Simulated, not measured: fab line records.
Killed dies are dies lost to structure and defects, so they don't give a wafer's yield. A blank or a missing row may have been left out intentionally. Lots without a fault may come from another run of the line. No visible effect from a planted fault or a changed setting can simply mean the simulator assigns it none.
A struck lot beside a sound one :: flow n5-finfet :: 14 out of 1938 route steps
Sound: wafers L328.3, L328.5, L328.6. Wafers struck: L327.1, L327.2, L327.3. Last of all comes the cause.
Order at every step that has rows: each side's tool, ch and its chambers, its first start. Under that, the readings that differ: sound wafers :: struck wafers :: difference of the means :: sigmas: that difference in standard deviations of wafers without a fault.
alike: readings whose means differ by less than 2 such deviations, and words and numbers that are the same on both sides. not compared: withheld readings, readings that some wafer has no value for, bounds like >300 that may hide the same value, and numbers for which the record gives no deviation and whose values overlap.
The two part at a step that has a row with sigmas, a row that says differs or no value, or rows on one side only. Numbers that have no deviation but don't overlap get no sigmas and don't part them. Lack of a reading on every wafer of one side parts them only where that side has two or more wafers.

first, 3 steps without rows for these wafers: N5_SD_EPI_P_PRECLEAN_51 (cleans in NF3:NH3, afs cycles 1, time 20 s, sublimation time 60 s); N5_SD_EPI_P_VAPOR_ETCH_44 (etches SiGe30 in NF3/Ar, time 3.3 s); N5_SD_EPI_P_EPI_21 (deposits SiGe:B, time 355 s).
N5_SD_EPI_P_EPI_MEAS_23:
  struck on film-metro-02, day 5 04:20; sound on film-metro-02, day 5 12:19
  alike: thk-nm
then, 6 steps without rows for these wafers: N5_SD_EPI_P_HM_STRIP_48 (strips SiNx in H3PO4, material SiNx, target depth 3 nm); N5_SD_EPI_P_SRD_49 (time 30 s); N5_SD_EPI_P_PRECLEAN_24 (cleans in O3/DIW, time 45 s); N5_SD_EPI_P_PRECLEAN_32 (cleans in dHF, time 10 s); N5_SD_EPI_P_PRECLEAN_33 (cleans in SC2, time 45 s); N5_SD_EPI_P_SRD_25 (time 30 s).
N5_SD_EPI_P_INSPECT_26: inspects for defects (darkfield).
  struck on defect-inspect-01, day 5 04:31; sound on defect-inspect-01, day 5 12:29
  alike: raw-defect-count
N5_SD_ACTIVATION_RTA_00: time 0 s.
  sound on rtp-anneal-01 ch 0, day 5 12:36; struck on rtp-anneal-01 ch 0, day 5 04:32
  alike: lamp-power-pct, lamp_zone_4_pct, wafer_temp_C_max
N5_SD_ACTIVATION_LSA_01: time 0.0008 s.
  struck on laser-anneal-01, day 5 12:43; sound on laser-anneal-01 ch 0, day 5 12:57
  no value came back on the struck wafers for time-s (s), wafer_temp_C_max; on the sound wafers time-s (s) reads 0.0008 0.0008 0.0008
N5_PASSIVATION_PROBE_49:
  the record holds rows for the sound wafers here (prober-02, day 15 04:28) but none for the struck ones

== WHERE THEY PART ==
First at N5_SD_ACTIVATION_LSA_01; last, within this record, at N5_PASSIVATION_PROBE_49.

WHY: whatever the simulator had introduced
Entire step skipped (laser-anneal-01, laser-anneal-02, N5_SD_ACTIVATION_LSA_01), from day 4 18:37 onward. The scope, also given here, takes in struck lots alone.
